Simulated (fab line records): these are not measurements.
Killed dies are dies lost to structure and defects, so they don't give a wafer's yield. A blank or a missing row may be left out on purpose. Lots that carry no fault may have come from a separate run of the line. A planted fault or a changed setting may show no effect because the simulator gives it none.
fab line records	flow nand-harc
[record] lots = 24	wafers = 72	last-day = 24
route steps=1159 shown A_CHANNEL_HOLE_D1@479 A_STAIRCASE@519
lots untouched by any fault: they come from a run of this same line in which no faults occurred
start-h: the number of hours between the record's first day and the start of the first shown wafer of the lot	wait-h: hours since the lot's step before	" the same as in the row above	L1.1+2: a single row standing in for several wafers	- no value present, or no start provided	* or withheld: withheld	< > ~ a bound
route shown NAME@n: names a module that has steps shown in the file, with the first one's number in the route	usual: the fault-free wafers' mean and standard deviation	same: alike in all rows	chamber/n: place in a boat	sites: per-site readings	_std_site: standard deviation of those values	_edge_site: outer sites' mean less inner sites'	radius-mm: how far each site lies from the wafer's centre	mask NAME#n: copy n	behind: tool/chamber where the wafer was last shaped	hold: cause of the lot's hold/its duration in hours/its outcome	device: names the non-switching transistor (n, p or np)	end of line: the tests these same wafers got at the end of their route	a step given without rows: its recipe and nothing more	killed: dies lost to structure and defects at the first sort, not the wafer's yield	map: the dies of a wafer, with x for killed, . for not killed, _ for no die there
set.NAME: the setting that was run; set.NAME@STEP: the one run at that earlier step	model.NAME: the simulator's own value behind a step, which no gauge read
route steps across a sampled set of lots; one table per step, one row per wafer
services: the hour from which a tool's chamber was out of use, counted from the record's first day as start-h (under 0 if before that day), plus the number of hours and why
[[steps]]
[step NHARC_A_CHANNEL_HOLE_D1_ETCH_33]
[recipe] bias-v = 400	source-w = 2000	pressure-mtorr = 25	time-s = 90	ar-flow-sccm = 375	c4f8-flow-sccm = 41.7	o2-flow-sccm = 83.3	temp-c = -20	target-depth-a = 4000	chemistry = C4F8/O2/Ar
[usual] drypump-motor-current-A = 5.6/0.54	mfc-ar-sccm = 374.9/1.2	showerhead-plenum-p-Torr = 3.74/0.066	throttle-valve-pct = 27.619/0.0091
[same] time-s = 90
lot.wafer	tool	chamber	start-h	wait-h	drypump-motor-current-A	mfc-ar-sccm	rf-hours-counter-h	showerhead-plenum-p-Torr	throttle-valve-pct
L074.1	har-etch-01	0	186.72	0.2	5.2	375.4	191	3.73	27.621
L074.3	"	1	"	"	5.7	374.2	-	3.86	27.609
L074.6	"	1	"	"	5.7	372.5	-	3.86	27.611
L075.3	har-etch-02	0	195.47	0.2	5.0	375.6	-	3.77	27.622
L075.6	"	1	"	"	6.4	375.0	-	3.68	27.610
L075.5	"	0	"	"	5.0	376.6	-	3.77	27.617
L076.2	har-etch-01	1	195.77	0.2	5.7	376.9	197	3.85	27.618
L076.4	"	1	"	"	5.7	375.9	-	3.85	27.621
L076.5	"	1	"	"	5.6	377.2	-	3.86	27.633
L077.2	har-etch-02	0	201.96	0.2	5.0	375.0	114	3.77	27.621
L077.4	"	1	"	"	6.4	375.2	-	3.68	27.625
L077.6	"	0	"	"	5.0	374.8	-	3.77	27.615
L078.1	har-etch-01	1	202.11	0.2	5.7	375.0	201	3.85	27.613
L078.4	"	1	"	"	5.7	375.1	-	3.85	27.623
L078.6	"	0	"	"	5.2	374.2	-	3.72	27.617
L080.2	har-etch-01	1	208.74	0.2	5.7	375.2	205	3.85	27.602
L080.1	"	0	"	"	5.1	373.9	205	3.72	27.612
L080.6	"	1	"	"	5.7	375.4	-	3.85	27.631
L079.1	har-etch-02	0	209.01	0.2	5.0	375.4	120	3.77	27.649
L079.4	"	0	"	"	5.0	374.5	-	3.77	27.614
L079.6	"	0	"	"	5.0	375.6	-	3.77	27.630
L081.2	har-etch-02	0	226.03	0.2	5.0	377.2	125	3.77	27.613
L081.3	"	1	"	"	6.4	373.5	-	3.68	27.612
L081.4	"	0	"	"	5.0	374.3	-	3.77	27.619
L082.3	har-etch-01	0	226.13	0.2	5.2	374.4	-	3.72	27.600
L082.4	"	1	"	"	5.7	374.9	-	3.85	27.635
L082.6	"	1	"	"	5.7	375.2	-	3.85	27.622
L083.1	har-etch-01	1	230.43	0.2	5.7	375.3	215	3.84	27.627
L083.6	"	0	"	"	5.2	376.7	-	3.71	27.619
L083.5	"	1	"	"	5.7	376.0	-	3.84	27.627
L084.1	har-etch-02	0	241.51	0.2	5.0	374.8	132	3.76	27.620
L084.6	"	0	"	"	5.0	375.4	-	3.76	27.603
L084.5	"	1	"	"	6.4	374.0	-	3.67	27.635
L085.2	har-etch-01	0	242.80	0.2	5.2	374.5	219	3.71	27.629
L085.4	"	1	"	"	5.7	375.2	-	3.84	27.622
L085.6	"	1	"	"	5.7	375.3	-	3.84	27.618
L087.3	har-etch-02	0	252.52	0.2	5.0	374.9	-	3.76	27.630
L087.4	"	1	"	"	6.4	373.8	-	3.67	27.620
L087.5	"	1	"	"	6.4	373.3	-	3.67	27.622
L086.2	har-etch-01	0	262.61	0.2	5.2	373.7	229	3.71	27.616
L086.1	"	1	"	"	5.7	375.4	229	3.84	27.616
L086.3	"	0	"	"	5.2	376.4	-	3.71	27.625
L089.3	har-etch-02	0	269.02	0.2	5.0	374.4	-	3.76	27.624
L089.4	"	1	"	"	6.4	373.6	-	3.67	27.619
L089.6	"	0	"	"	5.0	374.4	-	3.76	27.623
L088.1	har-etch-01	0	269.49	0.2	5.2	376.1	233	3.70	27.629
L088.4	"	0	"	"	5.2	376.6	-	3.70	27.608
L088.6	"	1	"	"	5.7	375.7	-	3.83	27.613
L091.4	har-etch-01	1	279.14	0.2	5.7	373.8	-	3.83	27.625
L091.3	"	0	"	"	5.2	374.2	-	3.70	27.629
L091.5	"	0	"	"	5.2	374.9	-	3.70	27.630
L092.1	har-etch-02	1	279.93	0.2	6.4	374.7	148	3.66	27.612
L092.4	"	1	"	"	6.4	374.5	-	3.66	27.622
L092.5	"	1	"	"	6.4	374.1	-	3.66	27.623
L090.2	har-etch-01	0	283.27	0.2	5.2	376.7	241	3.70	27.615
L090.4	"	0	"	"	5.2	377.7	-	3.70	27.613
L090.5	"	0	"	"	5.2	376.3	-	3.70	27.610
L094.2	har-etch-01	0	293.27	0.2	5.2	373.4	245	3.70	27.622
L094.1	"	1	"	"	5.6	373.8	245	3.83	27.628
L094.3	"	1	"	"	5.7	376.7	-	3.83	27.617
L093.2	har-etch-02	1	294.14	0.2	6.4	374.9	155	3.66	27.626
L093.1	"	0	"	"	5.0	373.4	155	3.75	27.617
L093.5	"	1	"	"	6.4	372.7	-	3.66	27.632
L095.2	har-etch-02	1	300.12	0.2	6.4	377.1	159	3.66	27.616
L095.6	"	0	"	"	5.0	375.9	-	3.75	27.612
L095.5	"	1	"	"	6.4	376.2	-	3.66	27.635
L096.1	har-etch-02	0	312.63	0.2	5.0	373.9	163	3.75	27.635
L096.3	"	0	"	"	5.0	376.1	-	3.75	27.621
L096.5	"	0	"	"	5.0	374.7	-	3.75	27.620
L097.1	har-etch-02	1	324.23	0.2	6.4	375.4	170	3.65	27.613
L097.6	"	0	"	"	5.0	374.3	-	3.74	27.623
L097.5	"	1	"	"	6.4	376.2	-	3.65	27.624
[step NHARC_A_STAIRCASE_DEP_156]
[recipe] target-thk-a = 500	temp-c = 400	target-thk-nm = 50	flow-sccm = 200	rf-w = 450	material = SiNx
[usual] heater-power-w = 755/56
lot.wafer	tool	chamber	start-h	wait-h	heater-power-w
L074.3	pecvd-02	2	239.01	0.1	711
L074.1	"	0	"	"	717
L074.6	"	2	"	"	723
L076.2	pecvd-02	1	246.13	0.1	764
L076.5	"	2	"	"	738
L076.4	"	1	"	"	790
L078.1	pecvd-01	1	253.28	0.2	653
L078.4	"	1	"	"	683
L078.6	"	2	"	"	811
L077.2	pecvd-02	2	253.33	0.2	708
L077.6	"	1	"	"	812
L077.4	"	2	"	"	716
L075.3	pecvd-02	1	257.21	0.1	821
L075.5	"	2	"	"	766
L075.6	"	0	"	"	756
L079.1	pecvd-04	2	259.65	0.1	809
L079.6	"	0	"	"	767
L079.4	"	1	"	"	763
L080.2	pecvd-01	1	259.76	0.1	680
L080.1	"	2	"	"	815
L080.6	"	1	"	"	679
L081.2	pecvd-01	1	281.15	0.1	749
L081.3	"	2	"	"	711
L081.4	"	0	"	"	736
L082.3	pecvd-02	0	281.17	0.1	751
L082.4	"	2	"	"	717
L082.6	"	1	"	"	813
L083.1	pecvd-01	1	288.55	0.1	645
L083.6	"	2	"	"	784
L083.5	"	0	"	"	713
L084.1	pecvd-01	2	293.43	0.1	827
L084.5	"	2	"	"	828
L084.6	"	0	"	"	770
L085.2	pecvd-04	2	293.58	0.1	852
L085.4	"	1	"	"	859
L085.6	"	2	"	"	874
L087.3	pecvd-01	1	303.26	0.1	729
L087.4	"	1	"	"	729
L087.5	"	2	"	"	730
L086.3	pecvd-02	0	314.45	0.4	655
L086.2	"	1	"	"	732
L086.1	"	2	"	"	732
L088.1	pecvd-01	1	321.46	0.1	714
L088.4	"	1	"	"	706
L088.6	"	2	"	"	841
L089.3	pecvd-04	1	321.52	0.1	818
L089.6	"	2	"	"	800
L089.4	"	0	"	"	707
L092.1	pecvd-01	1	332.73	0.1	692
L092.4	"	1	"	"	669
L092.5	"	2	"	"	735
L090.2	pecvd-01	2	332.91	0.1	800
L090.5	"	2	"	"	794
L090.4	"	0	"	"	753
L091.3	pecvd-01	0	333.71	0.7	784
L091.5	"	1	"	"	782
L091.4	"	0	"	"	763
L093.1	pecvd-01	0	343.73	0.2	640
L093.2	"	1	"	"	654
L093.5	"	2	"	"	755
L094.1	pecvd-01	0	343.90	0.2	742
L094.3	"	1	"	"	753
L094.2	"	2	"	"	815
L095.2	pecvd-04	2	350.43	0.1	871
L095.5	"	0	"	"	766
L095.6	"	1	"	"	816
L096.3	pecvd-04	0	365.10	0.1	763
L096.1	"	1	"	"	842
L096.5	"	0	"	"	758
L097.1	pecvd-01	1	380.60	0.3	733
L097.6	"	1	"	"	718
L097.5	"	2	"	"	664
[step NHARC_A_STAIRCASE_STRIP_175]
[recipe] power-w = 1500	temp-c = 250	chemistry = O2
[usual] drypump-motor-current-A = 5.71/0.29	heater-power-w = 331/37
lot.wafer	tool	chamber	start-h	wait-h	drypump-motor-current-A	heater-power-w	rf-hours-counter-h
L074.1	plasma-asher-01	0	243.97	0.1	5.67	310	57
L074.3	"	1	"	"	5.43	313	-
L074.6	"	1	"	"	5.45	312	-
L076.2	plasma-asher-01	1	251.62	0.1	5.38	316	59
L076.4	"	0	"	"	5.68	318	-
L076.5	"	0	"	"	5.72	318	-
L078.1	plasma-asher-01	0	258.70	0.1	5.70	319	63
L078.4	"	1	"	"	5.43	315	-
L078.6	"	0	"	"	5.70	319	-
L077.2	plasma-asher-02	1	258.99	0.1	6.21	305	25
L077.4	"	0	"	"	5.67	395	-
L077.6	"	0	"	"	5.61	415	-
L075.3	plasma-asher-02	0	263.61	0.2	5.63	398	-
L075.6	"	0	"	"	5.65	409	-
L075.5	"	1	"	"	6.21	317	-
L080.1	plasma-asher-01	1	264.98	0.1	5.46	316	65
L080.2	"	0	"	"	5.69	318	65
L080.6	"	0	"	"	5.68	324	-
L079.1	plasma-asher-02	1	265.79	0.1	6.24	308	28
L079.4	"	1	"	"	6.23	313	-
L079.6	"	1	"	"	6.24	314	-
L081.2	plasma-asher-02	1	286.09	0.1	6.22	316	34
L081.3	"	1	"	"	6.22	323	-
L081.4	"	0	"	"	5.65	395	-
L082.4	plasma-asher-02	0	286.56	0.2	5.63	392	-
L082.3	"	1	"	"	6.23	306	-
L082.6	"	1	"	"	6.23	307	-
L083.1	plasma-asher-01	0	294.35	0.5	5.73	309	5
L083.6	"	0	"	"	5.72	302	-
L083.5	"	1	"	"	5.41	311	-
L085.2	plasma-asher-01	0	300.85	1.2	5.71	311	11
L085.4	"	1	"	"	5.40	320	-
L085.6	"	0	"	"	5.71	311	-
L084.1	plasma-asher-01	0	301.08	1.4	5.70	310	12
L084.6	"	0	"	"	5.73	305	-
L084.5	"	1	"	"	5.42	315	-
L087.3	plasma-asher-02	1	309.04	0.2	6.23	316	-
L087.4	"	0	"	"	5.64	395	-
L087.5	"	1	"	"	6.23	316	-
L086.1	plasma-asher-01	1	319.55	0.1	5.43	311	17
L086.2	"	0	"	"	5.71	303	17
L086.3	"	0	"	"	5.67	309	-
L089.4	plasma-asher-01	1	327.50	0.2	5.43	324	-
L089.3	"	0	"	"	5.71	306	-
L089.6	"	0	"	"	5.70	307	-
L088.1	plasma-asher-02	1	328.11	0.2	6.20	311	44
L088.4	"	0	"	"	5.65	397	-
L088.6	"	1	"	"	6.22	316	-
L090.2	plasma-asher-01	0	338.18	0.1	5.71	301	24
L090.4	"	1	"	"	5.46	314	-
L090.5	"	1	"	"	5.43	311	-
L092.1	plasma-asher-01	0	338.41	0.1	5.71	299	24
L092.4	"	0	"	"	5.74	310	-
L092.5	"	1	"	"	5.43	320	-
L091.3	plasma-asher-02	0	338.99	0.3	5.65	403	-
L091.4	"	1	"	"	6.24	304	-
L091.5	"	1	"	"	6.23	316	-
L093.1	plasma-asher-02	1	348.98	0.1	6.22	312	50
L093.2	"	0	"	"	5.59	413	50
L093.5	"	0	"	"	5.57	397	-
L094.1	plasma-asher-01	0	349.76	0.1	5.71	310	28
L094.2	"	1	"	"	5.43	309	28
L094.3	"	1	"	"	5.41	321	-
L095.2	plasma-asher-01	1	356.29	0.1	5.39	315	30
L095.6	"	1	"	"	5.38	315	-
L095.5	"	0	"	"	5.71	305	-
L096.1	plasma-asher-02	1	370.53	0.1	6.22	313	0
L096.3	"	1	"	"	6.23	322	-
L096.5	"	1	"	"	6.23	320	-
L097.1	plasma-asher-01	0	385.46	0.1	5.69	304	41
L097.5	"	0	"	"	5.66	303	-
L097.6	"	1	"	"	5.45	324	-
[step NHARC_A_STAIRCASE_TRIM_196]
[recipe] time-s = 211.2	o2-flow-sccm = 500	ar-flow-sccm = 0	bias-w = 0	chemistry = O2
[usual] drypump-motor-current-A = 5.7/0.3	mfc-ar-sccm = 0.011/0.012	oes-product-au = 1.002/0.0097	rf-vpp-V = 57.6/0.9	showerhead-plenum-p-Torr = 3.46/0.14	throttle-valve-pct = 17.037/0.0092
[same] time-s = 211.2
lot.wafer	tool	chamber	start-h	wait-h	drypump-motor-current-A	mfc-ar-sccm	oes-product-au	rf-hours-counter-h	rf-vpp-V	showerhead-plenum-p-Torr	throttle-valve-pct
L074.3	rie-diel-05	2	246.54	0.1	5.5	0	1.002	30	59.3	3.59	17.040
L074.1	"	1	"	"	5.7	0.034	1.011	26	58.8	3.61	17.043
L074.6	"	3	"	"	5.5	0.030	1.002	-	58.5	3.67	17.052
L076.2	rie-diel-11	1	254.25	0.1	5.6	0.010	0.993	17	57.2	3.33	17.019
L076.4	"	0	"	"	6.2	0	1.003	12	56.2	3.38	17.041
L076.5	"	2	"	"	6.0	0.011	1.001	-	58.4	3.38	17.046
L078.1	rie-diel-05	0	261.69	0.2	5.6	0	0.985	31	56.9	3.39	17.038
L078.4	"	1	"	"	5.7	0.034	0.997	32	58.2	3.61	17.054
L078.6	"	2	"	"	5.5	0	0.981	-	56.9	3.58	17.025
L077.2	rie-diel-05	3	261.82	0.1	5.6	0.030	1.010	35	58.4	3.66	17.038
L077.4	"	0	"	"	5.6	0	0.990	31	59.2	3.39	17.032
L077.6	"	3	"	"	5.5	0.030	1.001	-	59.6	3.66	17.047
L075.3	rie-diel-02	1	266.28	0.1	6.0	0.012	1.002	39	57.0	3.49	17.012
L075.5	"	3	"	"	5.7	0.014	1.017	-	58.8	3.56	17.028
L075.6	"	0	"	"	5.1	0.032	1.003	-	57.7	3.28	17.035
L080.1	rie-diel-11	1	267.81	0.1	5.7	0.010	0.978	22	57.5	3.33	17.035
L080.2	"	3	"	"	5.4	0	0.989	20	58.3	3.67	17.055
L080.6	"	1	"	"	5.6	0.010	0.986	-	56.2	3.33	17.037
L079.1	rie-diel-02	0	268.48	0.1	5.1	0.032	0.993	44	57.8	3.28	17.041
L079.4	"	2	"	"	5.8	0	1.009	39	57.5	3.33	17.032
L079.6	"	0	"	"	5.1	0.032	1.013	-	55.9	3.28	17.045
L081.3	rie-diel-02	1	289.36	0.1	6.0	0.012	1.015	47	57.5	3.49	17.046
L081.4	"	2	"	"	5.8	0	1.005	46	58.7	3.33	17.036
L081.2	"	3	"	"	5.7	0.014	1.018	49	57.8	3.56	17.032
L082.3	rie-diel-11	3	289.55	0.1	5.4	0	0.985	27	59.4	3.66	17.037
L082.6	"	3	"	"	5.4	0	0.987	-	58.4	3.66	17.030
L082.4	"	0	"	"	6.1	0	1.009	-	57.8	3.37	17.034
L083.1	rie-diel-02	3	297.05	0.1	5.6	0.014	1.005	52	57.8	3.56	17.052
L083.5	"	0	"	"	5.1	0.032	1.012	-	58.2	3.28	17.040
L083.6	"	1	"	"	6.0	0.012	0.998	-	57.4	3.48	17.039
L085.4	rie-diel-11	2	303.47	0.1	6.0	0.011	0.991	36	57.7	3.37	17.052
L085.2	"	3	"	"	5.4	0	1.004	32	59.2	3.66	17.042
L085.6	"	0	"	"	6.1	0	1.007	-	57.5	3.37	17.040
L084.1	rie-diel-02	1	303.79	0.1	6.0	0.012	1.003	54	57.6	3.48	17.034
L084.5	"	3	"	"	5.6	0.014	1.002	-	56.4	3.56	17.037
L084.6	"	2	"	"	5.9	0	1.017	-	57.7	3.32	17.035
L087.3	rie-diel-05	3	311.71	0.1	5.6	0.030	0.994	52	58.6	3.65	17.029
L087.5	"	0	"	"	5.6	0	0.982	-	56.3	3.38	17.024
L087.4	"	2	"	"	5.5	0	0.987	-	56.6	3.57	17.038
L086.2	rie-diel-02	1	326.55	0.1	6.0	0.012	1.015	65	58.4	3.48	17.030
L086.1	"	2	"	"	5.8	0	1.018	60	57.5	3.32	17.041
L086.3	"	0	"	"	5.1	0.032	1.018	66	57.1	3.27	17.043
L089.3	rie-diel-11	0	330.62	0.1	6.1	0	1.009	43	57.6	3.37	17.032
L089.6	"	2	"	"	6.0	0.011	1.004	-	58.1	3.36	17.034
L089.4	"	0	"	"	6.2	0	1.010	-	57.7	3.37	17.027
L088.1	rie-diel-11	2	331.08	0.1	6.0	0.011	0.999	47	57.1	3.36	17.043
L088.4	"	2	"	"	6.0	0.011	1.000	-	56.7	3.36	17.036
L088.6	"	0	"	"	6.1	0	1.006	-	56.7	3.37	17.040
L090.2	rie-diel-11	0	341.19	0.2	6.1	0	1.005	48	56.6	3.36	17.034
L090.5	"	2	"	"	6.0	0.011	1.009	-	57.2	3.36	17.030
L090.4	"	0	"	"	6.1	0	1.009	-	57.1	3.36	17.037
L092.1	rie-diel-11	1	341.81	0.2	5.6	0.010	0.994	50	56.7	3.32	17.023
L092.4	"	2	"	"	6.0	0.011	1.004	-	57.1	3.36	17.031
L092.5	"	0	"	"	6.1	0	1.010	-	57.7	3.36	17.048
L091.3	rie-diel-02	2	341.87	0.1	5.9	0	0.995	2	56.5	3.32	17.044
L091.4	"	3	"	"	5.7	0.014	1.004	2	57.6	3.55	17.046
L091.5	"	1	"	"	6.0	0.012	1.001	-	58.0	3.48	17.052
L093.1	rie-diel-02	1	351.50	0.1	6.0	0.012	1.003	6	56.6	3.47	17.028
L093.2	"	3	"	"	5.7	0.014	1.003	6	59.1	3.55	17.019
L093.5	"	1	"	"	6.0	0.012	1.016	-	57.3	3.47	17.022
L094.2	rie-diel-02	2	352.65	0.1	5.8	0	0.999	7	56.3	3.31	17.024
L094.3	"	3	"	"	5.7	0.014	1.016	7	57.4	3.55	17.044
L094.1	"	1	"	"	6.0	0.012	1.006	7	57.2	3.47	17.027
L095.2	rie-diel-02	1	358.92	0.1	6.0	0.012	0.999	9	58.0	3.47	17.034
L095.6	"	3	"	"	5.7	0.014	1.015	-	55.9	3.55	17.030
L095.5	"	0	"	"	5.1	0.032	1.017	-	57.9	3.80	17.040
L096.1	rie-diel-05	2	373.17	0.1	5.5	0	0.992	7	57.3	3.56	17.040
L096.3	"	0	"	"	5.6	0	0.998	9	57.2	3.37	17.040
L096.5	"	2	"	"	5.5	0	0.997	-	58.3	3.56	17.037
L097.1	rie-diel-11	2	388.01	0.1	5.9	0.011	1.002	3	58.9	3.35	17.036
L097.5	"	3	"	"	5.4	0	0.998	-	59.2	3.65	17.026
L097.6	"	0	"	"	6.1	0	1.018	-	58.4	3.35	17.031
[step NHARC_A_STAIRCASE_ETCH_201]
[recipe] target-depth-a = 1000	time-s = 40.5	ion-energy-ev = 400	c4f8-flow-sccm = 20	o2-flow-sccm = 10	ar-flow-sccm = withheld	rf-w = 600	bias-w = 1000	chemistry = C4F8/O2
[usual] oes-product-au = 0.943/0.014	rf-vpp-V = 893/5.3
[same] time-s = 40.5
lot.wafer	tool	chamber	start-h	wait-h	oes-product-au	rf-hours-counter-h	rf-vpp-V
L074.3	rie-diel-05	2	-	-	0.939	31	898
L074.1	"	1	"	"	0.931	26	900
L074.6	"	2	"	"	0.921	-	896
L076.4	rie-diel-11	0	-	-	0.971	12	891
L076.2	"	2	"	"	0.942	18	890
L076.5	"	0	"	"	0.974	-	891
L078.1	rie-diel-05	2	-	-	0.920	37	897
L078.4	"	1	"	"	0.934	32	898
L078.6	"	3	"	"	0.934	-	901
L077.2	rie-diel-05	3	-	-	0.918	36	901
L077.4	"	1	"	"	0.946	32	899
L077.6	"	2	"	"	0.918	-	897
L075.3	rie-diel-02	1	-	-	0.937	39	894
L075.5	"	3	"	"	0.952	-	898
L075.6	"	0	"	"	0.943	-	887
L080.2	rie-diel-11	2	-	-	0.937	25	890
L080.1	"	1	"	"	0.933	23	891
L080.6	"	2	"	"	0.939	-	891
L079.1	rie-diel-02	3	-	-	0.968	43	898
L079.4	"	1	"	"	0.943	40	896
L079.6	"	0	"	"	0.950	-	887
L081.2	rie-diel-02	2	-	-	0.954	46	890
L081.4	"	0	"	"	0.944	51	887
L081.3	"	1	"	"	0.959	47	894
L082.4	rie-diel-11	1	-	-	0.936	29	888
L082.3	"	3	"	"	0.938	27	901
L082.6	"	1	"	"	0.938	-	890
L083.1	rie-diel-02	3	-	-	0.961	52	897
L083.5	"	3	"	"	0.961	-	897
L083.6	"	0	"	"	0.948	-	887
L085.2	rie-diel-11	3	-	-	0.924	32	901
L085.4	"	0	"	"	0.938	32	890
L085.6	"	2	"	"	0.925	-	888
L084.1	rie-diel-02	3	-	-	0.938	56	899
L084.6	"	1	"	"	0.940	-	895
L084.5	"	2	"	"	0.944	-	889
L087.3	rie-diel-05	3	-	-	0.934	52	901
L087.4	"	0	"	"	0.936	-	890
L087.5	"	2	"	"	0.935	-	897
L086.3	rie-diel-02	1	-	-	0.947	65	894
L086.2	"	2	"	"	0.957	60	889
L086.1	"	3	"	"	0.949	64	897
L089.3	rie-diel-11	0	-	-	0.941	43	890
L089.4	"	1	"	"	0.925	-	887
L089.6	"	2	"	"	0.924	-	889
L088.1	rie-diel-11	0	-	-	0.955	44	891
L088.4	"	2	"	"	0.940	-	890
L088.6	"	1	"	"	0.941	-	887
L090.2	rie-diel-11	1	-	-	0.931	51	887
L090.5	"	2	"	"	0.929	-	890
L090.4	"	0	"	"	0.951	-	890
L091.3	rie-diel-02	0	-	-	0.953	2	906
L091.4	"	2	"	"	0.945	2	889
L091.5	"	3	"	"	0.950	-	895
L092.1	rie-diel-11	2	-	-	0.941	53	889
L092.5	"	0	"	"	0.951	-	890
L092.4	"	2	"	"	0.945	-	890
L093.2	rie-diel-02	3	-	-	0.945	7	897
L093.1	"	0	"	"	0.949	7	906
L093.5	"	2	"	"	0.942	-	887
L094.1	rie-diel-02	0	-	-	0.963	7	906
L094.2	"	1	"	"	0.934	7	893
L094.3	"	3	"	"	0.966	7	897
L095.2	rie-diel-02	2	-	-	0.971	10	888
L095.5	"	1	"	"	0.954	-	893
L095.6	"	2	"	"	0.972	-	890
L096.3	rie-diel-05	2	-	-	0.937	8	897
L096.1	"	3	"	"	0.953	9	901
L096.5	"	1	"	"	0.933	-	900
L097.1	rie-diel-11	2	-	-	0.943	4	889
L097.6	"	3	"	"	0.942	-	901
L097.5	"	0	"	"	0.962	-	890
[step NHARC_A_STAIRCASE_STRIP_205]
[recipe] power-w = 1500	temp-c = 250	chemistry = O2
[usual] drypump-motor-current-A = 5.69/0.27	heater-power-w = 328/33
lot.wafer	tool	chamber	start-h	wait-h	drypump-motor-current-A	heater-power-w	rf-hours-counter-h
L074.1	plasma-asher-01	1	247.77	0.1	5.42	309	58
L074.3	"	0	"	"	5.69	318	-
L074.6	"	0	"	"	5.72	323	-
L076.2	plasma-asher-01	1	255.32	0.1	5.42	309	61
L076.4	"	0	"	"	5.73	326	-
L076.5	"	0	"	"	5.73	321	-
L078.1	plasma-asher-01	0	264.05	0.2	5.67	322	65
L078.4	"	0	"	"	5.74	322	-
L078.6	"	0	"	"	5.78	327	-
L077.2	plasma-asher-02	1	264.08	0.1	6.23	298	27
L077.4	"	1	"	"	6.24	310	-
L077.6	"	0	"	"	5.61	400	-
L075.3	plasma-asher-01	1	267.73	0.3	5.40	313	-
L075.5	"	0	"	"	5.71	320	-
L075.6	"	1	"	"	5.43	307	-
L080.1	plasma-asher-02	0	268.97	0.1	5.63	396	29
L080.2	"	1	"	"	6.21	312	29
L080.6	"	0	"	"	5.60	402	-
L079.1	plasma-asher-01	0	269.52	0.1	5.71	327	67
L079.4	"	0	"	"	5.74	319	-
L079.6	"	1	"	"	5.42	312	-
L081.2	plasma-asher-01	1	290.69	0.4	5.42	331	2
L081.3	"	1	"	"	5.41	316	-
L081.4	"	0	"	"	5.69	308	-
L082.3	plasma-asher-01	1	291.40	0.8	5.41	317	-
L082.4	"	0	"	"	5.72	301	-
L082.6	"	1	"	"	5.43	327	-
L083.1	plasma-asher-01	0	298.28	0.2	5.72	305	9
L083.5	"	0	"	"	5.68	304	-
L083.6	"	1	"	"	5.41	317	-
L085.2	plasma-asher-01	0	304.67	0.1	5.73	308	12
L085.4	"	0	"	"	5.70	299	-
L085.6	"	0	"	"	5.71	313	-
L084.1	plasma-asher-02	0	307.16	0.1	5.62	397	36
L084.6	"	0	"	"	5.66	393	-
L084.5	"	1	"	"	6.22	307	-
L087.3	plasma-asher-01	1	313.20	0.2	5.41	315	-
L087.4	"	0	"	"	5.72	309	-
L087.5	"	0	"	"	5.76	301	-
L086.1	plasma-asher-01	1	327.69	0.1	5.42	321	20
L086.2	"	0	"	"	5.72	303	20
L086.3	"	0	"	"	5.74	301	-
L089.3	plasma-asher-01	0	332.21	0.2	5.77	307	-
L089.4	"	1	"	"	5.47	323	-
L089.6	"	0	"	"	5.70	309	-
L088.1	plasma-asher-02	1	332.51	0.1	6.22	297	45
L088.4	"	1	"	"	6.23	317	-
L088.6	"	1	"	"	6.22	304	-
L090.2	plasma-asher-02	1	342.66	0.1	6.23	312	49
L090.4	"	1	"	"	6.23	308	-
L090.5	"	0	"	"	5.63	398	-
L091.4	plasma-asher-01	0	343.03	0.2	5.71	308	-
L091.3	"	1	"	"	5.40	311	-
L091.5	"	0	"	"	5.74	306	-
L092.1	plasma-asher-02	0	343.17	0.1	5.65	393	49
L092.4	"	1	"	"	6.25	308	-
L092.5	"	1	"	"	6.24	325	-
L093.2	plasma-asher-02	0	352.71	0.1	5.62	403	52
L093.1	"	1	"	"	6.21	318	52
L093.5	"	1	"	"	6.22	301	-
L094.1	plasma-asher-01	0	353.72	0.1	5.73	312	29
L094.2	"	1	"	"	5.41	328	29
L094.3	"	0	"	"	5.74	304	-
L095.2	plasma-asher-01	1	359.95	0.1	5.44	314	31
L095.5	"	1	"	"	5.40	313	-
L095.6	"	0	"	"	5.68	310	-
L096.1	plasma-asher-02	1	375.32	0.1	6.24	316	2
L096.3	"	1	"	"	6.23	323	-
L096.5	"	1	"	"	6.23	318	-
L097.1	plasma-asher-01	1	389.11	0.1	5.43	316	43
L097.6	"	1	"	"	5.38	320	-
L097.5	"	0	"	"	5.75	312	-
[[services]]
tool	chamber	start-h	hours	kind
rie-diel-05	-	163.70	9.0	pm
plasma-asher-02	-	183.00	9.0	pm
rie-diel-11	-	190.18	9.0	pm
plasma-asher-02	-	196.08	6.0	repair
pecvd-01	0	215.17	22.3	repair
rie-diel-05	1	223.34	2.1	repair
plasma-asher-01	-	227.17	6.5	repair
rie-diel-11	3	230.67	8.3	repair
rie-diel-11	0	231.29	6.4	repair
pecvd-01	-	237.02	13.0	pm
plasma-asher-01	-	240.88	2.7	repair
rie-diel-02	2	274.32	1.4	repair
plasma-asher-01	-	276.60	9.0	pm
rie-diel-11	3	278.25	3.4	repair
plasma-asher-01	-	285.73	1.4	repair
plasma-asher-02	-	288.12	13.1	repair
rie-diel-05	0	294.72	5.7	repair
rie-diel-02	0	303.23	3.9	repair
har-etch-01	-	306.66	17.0	pm
rie-diel-11	3	319.62	27.1	repair
rie-diel-11	2	319.79	1.4	repair
rie-diel-02	-	327.82	9.0	pm
plasma-asher-02	-	360.31	9.0	pm
rie-diel-11	-	367.18	9.0	pm
[[key]]
fault none
